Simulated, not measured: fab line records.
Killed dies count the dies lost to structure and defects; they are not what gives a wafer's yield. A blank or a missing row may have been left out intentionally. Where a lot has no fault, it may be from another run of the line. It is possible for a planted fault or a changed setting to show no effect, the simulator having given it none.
fab line records -- flow nand-harc
[record] lots = 12, wafers = 36, last-day = 24
route steps=1159 shown A_STAIRCASE@594 END@1159
lots untouched by any fault: they come from a run of this same line in which no faults occurred
start-h: hours from the record's first day to the start of the lot's first wafer shown -- wait-h: hours since the lot's step before -- " the same as in the row above -- L1.1+2: several wafers, shown together as one row -- - no value, or no start given -- * or withheld: withheld -- < > ~ a bound
route shown NAME@n: NAME is a module with steps in the file, n the number in the route of the first one -- usual: average and standard deviation across the fault-free wafers -- same: alike in all rows -- chamber/n: place in a boat -- sites: per-site readings -- _std_site: the values' standard deviation -- _edge_site: the outer-site mean with the inner-site mean subtracted -- radius-mm: how far each site lies from the wafer's centre -- mask NAME#n: copy n -- behind: the tool/chamber that last shaped the wafer -- hold: the reason the lot was held/the length of the hold in hours/how it ended -- device: names the non-switching transistor (n, p or np) -- end of line: the same wafers' tests at the end of the route -- a step given without rows: its recipe and nothing more -- killed: dies that structure and defects cost at the first sort, which is not the same as the wafer's yield -- map: shows each die of a wafer: x if killed, . if not, _ if none is there
set.NAME: the run value of the setting; set.NAME@STEP: its run value at that earlier step -- model.NAME: the simulator's own value behind a step, which no gauge read
steps of the route over a sample of lots; a table a step, a row a wafer
services: from which hour (start-h, from the record's first day; less than 0 if before it) a tool's chamber was out of use, for how many hours, and why
[[steps]]
[step NHARC_A_STAIRCASE_TRIM_200]
[recipe] time-s = 211.2, o2-flow-sccm = 500, ar-flow-sccm = 0, bias-w = 0, chemistry = O2
[usual] drypump-motor-current-A = 5.8/0.47, oes-product-au = 1.000/0.013, rf-vpp-V = 57.8/0.89, showerhead-plenum-p-Torr = 3.51/0.16, throttle-valve-pct = 17.036/0.0093
[same] time-s = 211.2
lot.wafer,tool,chamber,start-h,wait-h,drypump-motor-current-A,oes-product-au,rf-hours-counter-h,rf-vpp-V,showerhead-plenum-p-Torr,throttle-valve-pct
L172.1,rie-diel-10,2,-,-,5.6,1.017,32,57.2,3.43,17.041
L172.6,rie-diel-10,1,-,-,6.3,1.002,-,57.5,3.27,17.029
L172.4,rie-diel-10,2,-,-,5.6,0.998,-,58.4,3.43,17.031
L173.1,rie-diel-10,2,-,-,5.6,1.019,36,57.3,3.43,17.033
L173.3,rie-diel-10,3,-,-,6.0,0.996,39,58.6,3.62,17.028
L173.5,rie-diel-10,2,-,-,5.6,1.004,-,57.0,3.43,17.032
L174.4,rie-diel-13,2,-,-,5.4,1.014,68,57.5,3.69,17.034
L174.5,rie-diel-13,2,-,-,5.4,1.009,-,57.0,3.69,17.053
L174.6,rie-diel-13,3,-,-,5.0,1.012,-,56.7,3.34,17.062
L175.4,rie-diel-11,0,-,-,6.1,0.999,31,58.0,3.57,17.047
L175.3,rie-diel-11,1,-,-,5.2,0.974,32,56.9,3.33,17.024
L175.5,rie-diel-11,3,-,-,5.9,0.989,-,58.2,3.49,17.031
L178.2,rie-diel-11,0,-,-,6.1,0.995,39,58.4,3.56,17.039
L178.1,rie-diel-11,2,-,-,6.5,1.006,13,57.3,3.57,17.044
L178.3,rie-diel-11,3,-,-,5.9,1.011,37,59.0,3.49,17.036
L176.3,rie-diel-13,1,-,-,5.6,0.993,2,55.8,3.44,17.047
L176.2,rie-diel-13,2,-,-,5.4,0.987,2,59.4,3.68,17.029
L176.5,rie-diel-13,3,-,-,5.0,1.018,-,57.4,3.34,17.038
L179.2,rie-diel-10,0,-,-,6.2,0.989,21,58.4,3.72,17.039
L179.3,rie-diel-10,1,-,-,6.3,0.994,54,56.2,3.26,17.027
L179.1,rie-diel-10,2,-,-,5.6,0.998,52,58.7,3.42,17.047
L181.1,rie-diel-13,3,-,-,4.9,1.019,13,56.8,3.33,17.034
L181.3,rie-diel-13,1,-,-,5.6,0.993,12,57.0,3.43,17.024
L181.6,rie-diel-13,3,-,-,5.0,1.016,-,57.4,3.33,17.035
L185.2,rie-diel-10,0,-,-,6.3,0.998,30,58.3,3.72,17.027
L185.3,rie-diel-10,1,-,-,6.3,1.010,63,57.0,3.26,17.029
L185.4,rie-diel-10,3,-,-,6.0,1.000,65,59.3,3.60,17.045
L187.3,rie-diel-10,1,-,-,6.3,1.018,64,59.7,3.81,17.051
L187.1,rie-diel-10,0,-,-,6.3,0.990,34,58.0,3.71,17.038
L187.5,rie-diel-10,0,-,-,6.3,0.999,-,57.6,3.71,17.031
L186.1,rie-diel-13,0,-,-,5.3,1.013,24,60.2,3.79,17.024
L186.2,rie-diel-13,1,-,-,5.6,1.000,23,59.2,3.43,17.038
L186.6,rie-diel-13,0,-,-,5.3,1.012,-,57.8,3.79,17.041
L191.3,rie-diel-13,2,-,-,5.4,0.987,39,57.4,3.66,17.028
L191.4,rie-diel-13,3,-,-,5.0,1.009,36,58.3,3.32,17.018
L191.1,rie-diel-13,0,-,-,5.3,1.018,37,59.7,3.79,17.037
[step NHARC_A_STAIRCASE_ETCH_223]
[recipe] target-depth-a = 1000, time-s = 40.5, ion-energy-ev = 400, c4f8-flow-sccm = 20, o2-flow-sccm = 10, ar-flow-sccm = withheld, rf-w = 600, bias-w = 1000, chemistry = C4F8/O2
[usual] oes-product-au = 0.941/0.015, rf-vpp-V = 894/5
[same] time-s = 40.5
lot.wafer,tool,chamber,start-h,wait-h,oes-product-au,rf-hours-counter-h,rf-vpp-V
L172.1,rie-diel-10,1,-,-,0.946,38,886
L172.6,rie-diel-10,2,-,-,0.944,-,891
L172.4,rie-diel-10,1,-,-,0.946,-,886
L173.3,rie-diel-11,3,-,-,0.932,28,894
L173.1,rie-diel-11,1,-,-,0.922,30,890
L173.5,rie-diel-11,2,-,-,0.942,-,898
L174.4,rie-diel-11,1,-,-,0.900,32,888
L174.6,rie-diel-11,0,-,-,0.922,-,898
L174.5,rie-diel-11,1,-,-,0.902,-,889
L175.3,rie-diel-11,3,-,-,0.943,32,893
L175.4,rie-diel-11,0,-,-,0.939,32,899
L175.5,rie-diel-11,3,-,-,0.934,-,895
L178.1,rie-diel-11,2,-,-,0.938,15,898
L178.2,rie-diel-11,0,-,-,0.933,40,896
L178.3,rie-diel-11,1,-,-,0.915,41,890
L176.2,rie-diel-11,1,-,-,0.940,42,888
L176.3,rie-diel-11,2,-,-,0.948,16,897
L176.5,rie-diel-11,3,-,-,0.940,-,895
L179.3,rie-diel-10,0,-,-,0.947,22,902
L179.2,rie-diel-10,1,-,-,0.945,55,886
L179.1,rie-diel-10,2,-,-,0.950,53,892
L181.3,rie-diel-11,0,-,-,0.951,51,897
L181.1,rie-diel-11,2,-,-,0.935,25,898
L181.6,rie-diel-11,0,-,-,0.956,-,897
L185.2,rie-diel-10,0,-,-,0.959,30,902
L185.3,rie-diel-10,2,-,-,0.951,63,892
L185.4,rie-diel-10,0,-,-,0.954,-,904
L187.1,rie-diel-13,3,-,-,0.964,24,890
L187.3,rie-diel-13,0,-,-,0.977,25,906
L187.5,rie-diel-13,2,-,-,0.936,-,901
L186.1,rie-diel-11,3,-,-,0.949,60,894
L186.2,rie-diel-11,0,-,-,0.925,61,896
L186.6,rie-diel-11,3,-,-,0.946,-,895
L191.1,rie-diel-11,1,-,-,0.956,3,888
L191.3,rie-diel-11,3,-,-,0.929,4,894
L191.4,rie-diel-11,0,-,-,0.931,3,896
[step NHARC_A_STAIRCASE_TRIM_229]
[recipe] time-s = 211.2, o2-flow-sccm = 500, ar-flow-sccm = 0, bias-w = 0, chemistry = O2
[usual] drypump-motor-current-A = 5.8/0.49, oes-product-au = 1.000/0.015, rf-vpp-V = 57.7/0.87, showerhead-plenum-p-Torr = 3.49/0.14, throttle-valve-pct = 17.035/0.0088
[same] time-s = 211.2
lot.wafer,tool,chamber,start-h,wait-h,drypump-motor-current-A,oes-product-au,rf-hours-counter-h,rf-vpp-V,showerhead-plenum-p-Torr,throttle-valve-pct
L172.1,rie-diel-11,0,260.17,0.1,6.1,0.991,28,57.9,3.57,17.049
L172.4,rie-diel-11,1,260.17,0.1,5.2,0.974,29,56.1,3.33,17.033
L172.6,rie-diel-11,0,260.17,0.1,6.1,0.993,-,57.4,3.57,17.029
L173.3,rie-diel-11,0,267.56,0.1,6.1,1.004,29,57.4,3.57,17.035
L173.1,rie-diel-11,2,267.56,0.1,6.5,1.003,4,56.6,3.58,17.053
L173.5,rie-diel-11,3,267.56,0.1,5.9,1.007,-,56.6,3.49,17.042
L174.4,rie-diel-10,3,276.95,0.1,6.0,1.002,43,57.7,3.62,17.031
L174.5,rie-diel-10,1,276.95,0.1,6.3,0.995,-,57.2,3.27,17.030
L174.6,rie-diel-10,2,276.95,0.1,5.6,1.007,-,57.2,3.42,17.041
L175.3,rie-diel-10,0,279.15,0.2,6.3,1.003,10,58.5,3.73,17.045
L175.4,rie-diel-10,1,279.15,0.2,6.3,1.010,43,56.7,3.27,17.027
L175.5,rie-diel-10,2,279.15,0.2,5.6,1.013,-,59.2,3.42,17.031
L178.3,rie-diel-11,3,290.97,0.1,5.9,0.996,39,56.8,3.48,17.023
L178.1,rie-diel-11,0,290.97,0.1,6.1,0.990,41,57.6,3.56,17.037
L178.2,rie-diel-11,2,290.97,0.1,6.5,0.999,15,57.0,3.57,17.036
L176.2,rie-diel-11,2,293.78,0.1,6.5,0.994,16,58.0,3.57,17.042
L176.3,rie-diel-11,1,293.78,0.1,5.2,0.970,43,56.2,3.32,17.034
L176.5,rie-diel-11,2,293.78,0.1,6.5,0.983,-,58.3,3.57,17.030
L179.1,rie-diel-11,2,303.50,0.1,6.5,0.985,19,58.3,3.57,17.015
L179.3,rie-diel-11,3,303.50,0.1,5.9,1.001,43,57.8,3.48,17.035
L179.2,rie-diel-11,0,303.50,0.1,6.1,0.990,45,58.0,3.56,17.035
L181.1,rie-diel-13,1,325.31,0.1,5.6,0.999,14,57.7,3.43,17.025
L181.3,rie-diel-13,2,325.31,0.1,5.4,0.996,14,58.0,3.68,17.031
L181.6,rie-diel-13,3,325.31,0.1,5.0,1.017,-,58.1,3.33,17.049
L185.3,rie-diel-11,1,335.24,0.1,5.2,0.978,56,57.2,3.31,17.041
L185.4,rie-diel-11,2,335.24,0.1,6.5,0.995,30,57.4,3.56,17.024
L185.2,rie-diel-11,3,335.24,0.1,5.9,1.016,54,58.8,3.48,17.033
L187.3,rie-diel-13,1,349.45,0.1,5.6,0.990,26,57.1,3.42,17.033
L187.1,rie-diel-13,2,349.45,0.1,5.4,1.002,25,58.4,3.67,17.045
L187.5,rie-diel-13,1,349.45,0.1,5.6,0.989,-,57.4,3.42,17.039
L186.2,rie-diel-11,3,351.01,0.1,5.9,1.011,60,57.8,3.47,17.047
L186.1,rie-diel-11,0,351.01,0.1,6.1,1.001,61,57.4,3.55,17.046
L186.6,rie-diel-11,3,351.01,0.1,5.9,1.011,-,57.6,3.47,17.019
L191.3,rie-diel-10,2,386.11,0.1,5.6,1.010,9,57.9,3.41,17.031
L191.4,rie-diel-10,0,386.11,0.1,6.2,0.999,10,59.9,3.71,17.033
L191.1,rie-diel-10,1,386.11,0.1,6.3,0.994,9,58.3,3.80,17.036
[step NHARC_A_STAIRCASE_ETCH_236]
[recipe] target-depth-a = 1000, time-s = 40.5, ion-energy-ev = 400, c4f8-flow-sccm = 20, o2-flow-sccm = 10, ar-flow-sccm = withheld, rf-w = 600, bias-w = 1000, chemistry = C4F8/O2
[usual] oes-product-au = 0.942/0.015, rf-vpp-V = 895/5.2
[same] time-s = 40.5
lot.wafer,tool,chamber,start-h,wait-h,oes-product-au,rf-hours-counter-h,rf-vpp-V
L172.1,rie-diel-11,2,261.05,-,0.934,3,899
L172.4,rie-diel-11,1,261.05,-,0.905,29,889
L172.6,rie-diel-11,3,261.05,-,0.931,-,895
L173.3,rie-diel-11,2,269.03,-,0.915,5,897
L173.1,rie-diel-11,3,269.03,-,0.956,29,895
L173.5,rie-diel-11,1,269.03,-,0.906,-,890
L174.4,rie-diel-10,0,277.81,-,0.931,10,902
L174.5,rie-diel-10,3,277.81,-,0.934,-,899
L174.6,rie-diel-10,0,277.81,-,0.929,-,904
L175.4,rie-diel-10,1,280.74,-,0.949,44,886
L175.3,rie-diel-10,3,280.74,-,0.936,45,900
L175.5,rie-diel-10,1,280.74,-,0.949,-,887
L178.2,rie-diel-11,2,291.94,-,0.933,16,896
L178.1,rie-diel-11,3,291.94,-,0.946,40,896
L178.3,rie-diel-11,0,291.94,-,0.943,41,898
L176.2,rie-diel-11,0,294.77,-,0.934,42,898
L176.3,rie-diel-11,2,294.77,-,0.930,17,898
L176.5,rie-diel-11,3,294.77,-,0.940,-,895
L179.2,rie-diel-11,1,304.39,-,0.940,46,888
L179.3,rie-diel-11,2,304.39,-,0.931,20,898
L179.1,rie-diel-11,3,304.39,-,0.936,44,893
L181.3,rie-diel-13,0,326.30,-,0.970,15,906
L181.1,rie-diel-13,3,326.30,-,0.965,15,891
L181.6,rie-diel-13,0,326.30,-,0.979,-,906
L185.2,rie-diel-11,1,336.96,-,0.732,58,889
L185.4,rie-diel-11,2,336.96,-,0.758,31,896
L185.3,rie-diel-11,0,336.96,-,0.752,57,897
L187.1,rie-diel-13,0,350.58,-,0.958,26,905
L187.3,rie-diel-13,1,350.58,-,0.943,27,892
L187.5,rie-diel-13,3,350.58,-,0.954,-,889
L186.1,rie-diel-11,2,351.88,-,0.759,38,896
L186.2,rie-diel-11,1,351.88,-,0.749,64,889
L186.6,rie-diel-11,2,351.88,-,0.755,-,896
L191.1,rie-diel-10,3,387.88,-,0.971,5,898
L191.3,rie-diel-10,0,387.88,-,0.969,10,904
L191.4,rie-diel-10,1,387.88,-,0.954,10,906
[step NHARC_END_SORT_01]
[recipe] temp-c = 25
[usual] killed-at-array = 27/10, killed-at-other = 0.6/0.83, killed-at-periphery = 2.4/1.8, killed-dies = 30/10, killed-open = 3.3/1.7, killed-short = 1.8/1.4
[same] gross-dies = 677
lot.wafer,tool,chamber,start-h,wait-h,killed-at-array,killed-at-other,killed-at-periphery,killed-dies,killed-open,killed-short
L185.2,prober-01,0,522.95,2.8,677,0,0,677,1,2
L185.3,prober-01,0,523.75,3.1,677,0,0,677,3,5
L185.4,prober-01,0,524.55,3.4,676,1,0,677,2,3
L186.1,prober-01,0,543.94,2.5,676,0,1,677,2,0
L186.2,prober-01,0,544.74,2.8,673,2,2,677,5,1
L186.6,prober-01,0,547.94,4.0,673,1,3,677,3,4
// killed by level:class
L185.2 A_STAIRCASE:area-etch=638 A_SLIT:chamber-film-flake=16 A_CHANNEL_HOLE_D1:chamber-film-flake=6 A_STAIRCASE:chamber-film-flake=5 A_SGD_CUT:chamber-film-flake=3 A_CONTACT:chamber-film-flake=3 A_ZERO_WELL:chamber-film-flake=2 A_SLIT:geometric-particle:short=1
L185.3 A_STAIRCASE:area-etch=640 A_SLIT:chamber-film-flake=12 A_SGD_CUT:chamber-film-flake=5 A_CONTACT:chamber-film-flake=5 A_CHANNEL_HOLE_D1:chamber-film-flake=4 A_CONTACT:geometric-particle:open=2 A_ZERO_WELL:chamber-film-flake=2 A_ONON_D1:geometric-particle:short=1
L185.4 A_STAIRCASE:area-etch=641 A_SLIT:chamber-film-flake=19 A_STAIRCASE:chamber-film-flake=7 A_CHANNEL_HOLE_D1:chamber-film-flake=2 A_SGD_CUT:chamber-film-flake=2 A_ONON_D1:geometric-particle:short=1 A_WL_FILL:geometric-particle:short=1 A_WL_FILL:geometric-particle:open=1
L186.1 A_STAIRCASE:area-etch=656 A_CHANNEL_HOLE_D1:chamber-film-flake=9 A_STAIRCASE:chamber-film-flake=4 A_BLC:chamber-film-flake=4 P_M1:geometric-particle:open=1 A_CONTACT:geometric-particle:open=1 A_CHANNEL_FILL_D1:chamber-film-flake=1 A_CONTACT:chamber-film-flake=1
L186.2 A_STAIRCASE:area-etch=657 A_CHANNEL_HOLE_D1:chamber-film-flake=3 A_STAIRCASE:chamber-film-flake=3 A_CONTACT:chamber-film-flake=3 A_BLC:chamber-film-flake=2 THIN_TSV:chamber-film-flake=2 P_CONTACT:geometric-particle:open=1 A_SOURCE_PLATE:geometric-particle:open=1
L186.6 A_STAIRCASE:area-etch=652 A_CHANNEL_HOLE_D1:chamber-film-flake=6 A_BLC:chamber-film-flake=5 A_STAIRCASE:chamber-film-flake=4 A_CHANNEL_HOLE_D1:geometric-particle:short=2 P_M0:geometric-particle:open=1 A_ONON_D1:geometric-particle:short=1 A_CHANNEL_FILL_D1:geometric-particle:short=1
[[services]]
tool,chamber,start-h,hours,kind
rie-diel-11,-,237.80,0.4,repair
rie-diel-11,0,247.79,-,clean
rie-diel-11,1,247.79,-,clean
rie-diel-11,2,247.79,-,clean
rie-diel-11,3,247.79,-,clean
rie-diel-11,0,272.29,-,clean
rie-diel-11,1,272.29,-,clean
rie-diel-11,2,272.29,-,clean
rie-diel-11,3,272.29,-,clean
rie-diel-11,0,296.81,-,clean
rie-diel-11,1,296.81,-,clean
rie-diel-11,2,296.81,-,clean
rie-diel-11,3,296.81,-,clean
rie-diel-11,0,321.31,-,clean
rie-diel-11,1,321.31,-,clean
rie-diel-11,2,321.31,-,clean
rie-diel-11,3,321.31,-,clean
rie-diel-10,2,344.04,9.2,repair
rie-diel-11,0,345.81,-,clean
rie-diel-11,1,345.81,-,clean
rie-diel-11,2,345.81,-,clean
rie-diel-10,-,353.50,9.0,pm
rie-diel-11,-,366.65,9.0,pm
rie-diel-10,3,373.61,6.9,repair
[[key]]
[first-sign] step = NHARC_A_STAIRCASE_ETCH_236, reading = oes-product-au, direction = down, sigmas = 13, usual = 0.942, struck = 0.751
[effect] step = NHARC_END_SORT_01, reading = killed-at-array, direction = up, sigmas = 63, usual = 27, struck = 675
[more-kills-born-at] NHARC_A_STAIRCASE_ETCH_236@rie-diel-11 = 3884
met-at NHARC_A_STAIRCASE_ETCH_236
struck-lots L185,L186
later-rows-left-out L185.2,L185.3,L185.4,L186.1,L186.2,L186.6
tester-left-out L185,L186
not-acting-at NHARC_A_STAIRCASE_TRIM_200,NHARC_A_STAIRCASE_ETCH_223,NHARC_A_STAIRCASE_TRIM_229
onset-between 304.39 336.96
[earlier-fault] kind = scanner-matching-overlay, tool = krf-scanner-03, chamber = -, onset-h = 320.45, steps = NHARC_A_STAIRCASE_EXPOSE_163, offset = 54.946
[fault] kind = process-parameter-drift, tool = rie-diel-11, chamber = -, onset-h = 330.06, steps = NHARC_A_STAIRCASE_ETCH_236, channel = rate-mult, offset = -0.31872, shape = step, end-h = 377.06
// tester-left-out: of these lots the tester's yield and bins aren't shown, on N5 and GAA mostly nor the transistor test; their killed dies are dies lost to structure and defects alone, not to doping, threshold or leakage, so they don't give the yield
// later-rows-left-out: the simulator's readings of these wafers behind a module that went badly wrong aren't trusted and aren't shown, but for the sort
